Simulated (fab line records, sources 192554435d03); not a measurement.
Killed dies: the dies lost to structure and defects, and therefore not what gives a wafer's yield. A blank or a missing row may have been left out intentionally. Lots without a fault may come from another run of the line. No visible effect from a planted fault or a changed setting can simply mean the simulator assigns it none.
3 desks, one fault / flow n5Finfet / each desk holds nothing but its own numbers, with what lay behind them at the end

TOOL OWNER'S DESK, rieSi-03
The tool's own readings at N5_FIN_SAQP_MANDREL_ETCH_22 (etches a-Si in HBr/Cl2, stops on SiNx, target depth 60 nm, bt time 10 s, time 30 s): means of the sampled wafers that have a number, for each lot that ran on this tool. A lot is out of limits, marked OUT, if its mean lies more than 4 standard deviations from the usual mean; the brackets give that distance.
Columns: A = drypumpMotorCurrentA at N5_FIN_SAQP_MANDREL_ETCH_22, usual 5.7 A; B = oesProductAu at N5_FIN_SAQP_MANDREL_ETCH_22, usual 0.759 a.u.; C = throttleValvePct at N5_FIN_SAQP_MANDREL_ETCH_22, usual 35.4 %
lot=L964; first seen here=day 3 10:41; A=5.8; B=0.762; C=35.8
lot=L966; first seen here=day 3 22:50; A=6.0; B=0.771; C=35.8
lot=L967; first seen here=day 4 04:43; A=6.2; B=0.756; C=35.5
lot=L972; first seen here=day 5 13:33; A=5.6; B=0.759; C=35.6
This desk's finding: nothing out of limits on any of the 4 lots.

THE DEFECT DESK
For each lot, the counts of the inspections along the route, averaged over the sampled wafers that have a number. A lot is out of limits, marked OUT, if its mean lies more than 4 standard deviations from the usual mean; the brackets give that distance.
Columns: A = rawDefectCount at N5_FIN_SAQP_INSPECT_18, usual 411
lot=L959; first seen here=day 2 04:05; A=380
lot=L964; first seen here=day 3 10:22; A=382
lot=L966; first seen here=day 3 22:31; A=432
lot=L967; first seen here=day 4 04:15; A=264
lot=L969; first seen here=day 4 16:44; A=438
lot=L972; first seen here=day 5 12:34; A=568
lot=L978; first seen here=day 6 23:34; A=348
This desk's finding: nothing out of limits on any of the 7 lots.

FROM THE METROLOGY DESK
Means of the sampled wafers that have a number, per lot and without regard to the tool the lot ran on: this is what the gauges read. A lot is out of limits, marked OUT, if its mean lies more than 4 standard deviations from the usual mean; the brackets give that distance. Of its 12 readings 7 are shown: those that lie furthest out on some lot.
Columns: A = cdNm at N5_FIN_SAQP_CD_MEAS_16, usual 35.6 nm; B = DIBL_N at N5_BEOL_M4_RC_MEAS_101, usual 36.2 mV/V; C = IOFF_P at N5_BEOL_M4_RC_MEAS_101, usual 0.22 nA/um; D = ION_P at N5_BEOL_M4_RC_MEAS_101, usual 463 uA/um; E = SS_N at N5_BEOL_M4_RC_MEAS_101, usual 71.4 mV/dec; F = VT_N at N5_BEOL_M4_RC_MEAS_101, usual 250 mV; G = VT_P at N5_BEOL_M4_RC_MEAS_101, usual -250 mV
lot=L959; first seen here=day 2 04:02; A=35.4; B=35.6; C=0.22; D=463; E=71.3; F=251; G=-250
lot=L964; first seen here=day 3 10:17; A=35.8; B=35.9; C=0.19; D=461; E=71.4; F=252; G=-253
lot=L966; first seen here=day 3 22:28; A=36.0; B=36.5; C=0.25; D=470; E=71.2; F=248; G=-246
lot=L967; first seen here=day 4 04:11; A=35.6; B=38.2; C=0.26; D=468; E=71.5; F=248; G=-246
lot=L969; first seen here=day 4 16:41; A=35.6; B=37.2; C=0.28; D=473; E=71.9; F=246; G=-244
lot=L972; first seen here=day 5 12:30; A=35.6; B=34.8; C=0.17; D=456; E=71.2; F=251; G=-252
lot=L978; first seen here=day 6 23:30; A=35.4; B=37.7; C=0.22; D=461; E=70.6; F=249; G=-249
This desk's finding: nothing out of limits on any of the 7 lots.

BROUGHT TOGETHER
Nothing out of limits was seen by the tool owner's desk.
Nothing out of limits was seen by the defect desk.
The metrology desk saw nothing out of limits.

WHAT THE SIMULATOR PUT IN
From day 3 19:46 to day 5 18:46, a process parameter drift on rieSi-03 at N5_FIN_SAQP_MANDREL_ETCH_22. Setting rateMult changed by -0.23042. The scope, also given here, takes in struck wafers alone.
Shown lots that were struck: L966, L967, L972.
